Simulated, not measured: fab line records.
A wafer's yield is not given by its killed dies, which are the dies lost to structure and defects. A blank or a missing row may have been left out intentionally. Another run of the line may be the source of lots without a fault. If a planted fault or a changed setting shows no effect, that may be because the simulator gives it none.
Matching of chambers    flow n5 finfet    N5_BEOL_M4_ETCHBACK_99 on rie diel-04 has 4 sister chambers
The step etches SiO2 in CHF3, target depth 5 nm, time 10.4 s. 4 wafers are shown with their chamber, then 12 later ones without.

## EACH WAFER AND ITS CHAMBER
wafer   chamber  drypump motor current A (A)
L084.1  1        5.9
L084.2  2        5.8
L084.5  3        5.8
L084.6  0        4.7

## WAFERS WITHOUT THEIR CHAMBER
wafer   drypump motor current A (A)
L088.1  5.7
L088.4  5.9
L088.6  4.7
L091.2  5.8
L091.4  4.7
L091.6  5.8
L092.4  4.7
L092.5  5.8
L092.6  4.7
L097.1  5.9
L097.2  5.8
L097.3  4.7

## EACH ONE'S CHAMBER
wafer   from the rows above      in truth
L088.1  can't be placed: 2 or 3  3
L088.4  1                        1
L088.6  0                        0
L091.2  can't be placed: 2 or 3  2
L091.4  0                        0
L091.6  can't be placed: 2 or 3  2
L092.4  0                        0
L092.5  can't be placed: 2 or 3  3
L092.6  0                        0
L097.1  1                        1
L097.2  can't be placed: 2 or 3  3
L097.3  0                        0
Placed correctly: 7 of 12. From these rows, 5 cannot be placed; in 5 the true chamber is one of the candidates. 0 placed wrongly.
How it was worked out, from the rows above alone: a wafer's distance from a chamber is the root of the sum, over the readings, of the square of ((its reading less the chamber's mean) divided by the reading's scatter). If the next closest chamber is less than 2 further off than the closest, the wafer can't be placed; otherwise it belongs to the closest. The mean given for a chamber averages the wafers shown for that chamber. The scatter: root of mean squared gap, hidden wafer to nearest shown wafer, with one shown wafer a chamber.
